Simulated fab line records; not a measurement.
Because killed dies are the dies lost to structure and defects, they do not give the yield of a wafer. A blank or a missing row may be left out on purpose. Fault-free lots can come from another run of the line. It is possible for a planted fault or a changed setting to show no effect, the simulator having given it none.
Struck lot and sound lot, side by side / flow n5_finfet / 16 out of 1938 route steps
Sound: these wafers, L238.2, L238.4, L238.6. Struck: wafer L248.2; the same lot's L248.6 was not struck, so it is left out; see the end for the cause.
At each step with rows: each side's tool, then ch and its chambers, then its first start. Under that, the readings that differ: sound wafers / struck wafers / difference of the means / sigmas: that difference in standard deviations of wafers without a fault.
alike: a reading whose means differ by less than 2 such deviations, as well as words and numbers matching on both sides. not compared: withheld readings; readings where some wafer has no value; bounds like >300 that might hide an equal value; numbers whose values overlap and for which the record gives no deviation.
A row with sigmas, a row that says differs or no value, or rows on one side alone: a step with any of these is where the two part. Non-overlapping numbers with no deviation appear without sigmas and do not part them. Lack of a reading on every wafer of one side parts them only where that side has two or more wafers.

first, 3 steps without rows for these wafers: N5_MOL_CONTACT_COAG_ETCH_106 (etches SOC in N2/H2, target depth 80 nm, overetch 16 nm, time 120 s); N5_MOL_CONTACT_COAG_STRIP_107 (strips in N2/H2); N5_MOL_CONTACT_COAG_STRIP_108 (strips in N2/H2).
N5_MOL_CONTACT_COAG_CONTACT_ETCH_14: etches SiO2 in C4F6/O2, target depth 27.5 nm, overetch 8.5 nm, time 20 s.
  sound on rie_diel-03 ch 0,3, day 4 15:07; struck on rie_diel-01 ch 1, day 7 06:07
reading=throttle_valve_pct (%); sound=21.25 21.19 21.26; struck=21.54; difference=+0.31; sigmas=+2
  alike: drypump_motor_current_A, oes_product_au, rf_fwd_power_W, rf_vpp_V, showerhead_plenum_p_Torr
  not compared: rf_hours_counter_h
then, 1 step without rows for these wafers: N5_MOL_CONTACT_COAG_STRIP_109 (strips in C4F6/O2).
N5_MOL_CONTACT_COAG_ETCH_15: etches SiNx in CH3F/O2, stops on Si:P, target depth 7 nm.
  sound on rie_diel-03 ch 0,3, day 4 15:10; struck on rie_diel-01 ch 1, day 7 06:10
  alike: drypump_motor_current_A, oes_product_au, rf_fwd_power_W, rf_vpp_V, showerhead_plenum_p_Torr, throttle_valve_pct
  not compared: rf_hours_counter_h
then, 1 step without rows for these wafers: N5_MOL_CONTACT_COAG_ETCH_110 (etches Si in CF4/O2, target depth 2.5 nm, time 8 s).
N5_MOL_CONTACT_COAG_STRIP_98: strips in N2/H2.
  sound on rie_diel-03 ch 0,3, day 4 15:16; struck on rie_diel-01 ch 1, day 7 06:16
reading=throttle_valve_pct (%); sound=18.88 18.81 18.92; struck=19.42; difference=+0.55; sigmas=+3
  alike: drypump_motor_current_A, oes_product_au, rf_vpp_V, showerhead_plenum_p_Torr
  not compared: rf_hours_counter_h
N5_MOL_CONTACT_COAG_CD_MEAS_99: target cd 17.2 nm.
  sound on cd_sem-01 at day 4 15:20; struck on cd_sem-03 at day 7 06:20
  alike: cd_nm
then, 2 steps without rows for these wafers: N5_MOL_CONTACT_COAG_IMPLANT_129; N5_MOL_CONTACT_COAG_PRECLEAN_111 (cleans in NF3:NH3, afs cycles 1, time 20 s, sublimation time 60 s).
N5_MOL_CONTACT_COAG_TI_SIL_19: material Ti, target thk 4.2 nm, time 15 s.
  sound on pvd_sputter-03 at day 4 17:28; struck on pvd_sputter-02 at day 7 06:51
  alike: chamber_pressure_pa, throttle_valve_pct
N5_MOL_CONTACT_COAG_ALD_20: deposits TiN, target thk 1.5 nm, pulse time 1 s, purge time 3 s.
  sound on ald_metal-02 ch 0,2,3, day 4 17:35; struck on ald_metal-02 ch 1, day 7 06:58
reading=co_reactant_pulse_time_s (s); sound=2 2 2; struck=1.5269; difference=-0.4731; sigmas=
  alike: heater_power_w, precursor_pulse_height_rel
  not compared: since_wet_clean_h
N5_MOL_CONTACT_COAG_SIL_ANNEAL_21: time 60 s.
  sound on rtp_anneal-02 ch 0, day 4 18:00; struck on rtp_anneal-01 ch 0, day 7 07:28
reading=lamp_power_pct (%); sound=7.4 7.4 7.4; struck=6.1; difference=-1.3; sigmas=-2
  alike: wafer_temp_C_max
-- here the record skips 3 days between the struck wafers' starts before and after, leaving off in module MOL_CONTACT_COAG and picking up in module BEOL_M4 (first step shown: number 1111 of the route) --
N5_BEOL_M4_RC_MEAS_101:
  sound on prober-01 ch 0, day 7 14:14; struck on prober-01 ch 0, day 10 14:41
  alike: DIBL_N, DIBL_P, IOFF_N, IOFF_P, ION_N, ION_P, SS_N, SS_P, VT_N, VT_P
-- the record jumps here: 4 days lie between the struck wafers' starts before and after (it left off in module BEOL_M4 and takes up again in module PASSIVATION, whose first step shown is number 1936 of the route) --
N5_PASSIVATION_PROBE_49:
  sound on prober-02 at day 11 04:43; struck on prober-01 at day 15 01:53
  alike: defect_limited_yield, killed_at_M0_to_M3, killed_at_M4_up, killed_at_contacts, killed_at_front_end, killed_at_other, killed_dies, killed_open, killed_short, sort_bin_5_function, sort_bin_6_memory, sort_n_pass, sort_yield_pct

## WHERE THEY PART
Earliest at N5_MOL_CONTACT_COAG_CONTACT_ETCH_14; latest, in this record, at N5_MOL_CONTACT_COAG_SIL_ANNEAL_21. Later steps at which nothing parts them and some readings are alike: N5_BEOL_M4_RC_MEAS_101, N5_PASSIVATION_PROBE_49.

WHY: what the simulator had put in
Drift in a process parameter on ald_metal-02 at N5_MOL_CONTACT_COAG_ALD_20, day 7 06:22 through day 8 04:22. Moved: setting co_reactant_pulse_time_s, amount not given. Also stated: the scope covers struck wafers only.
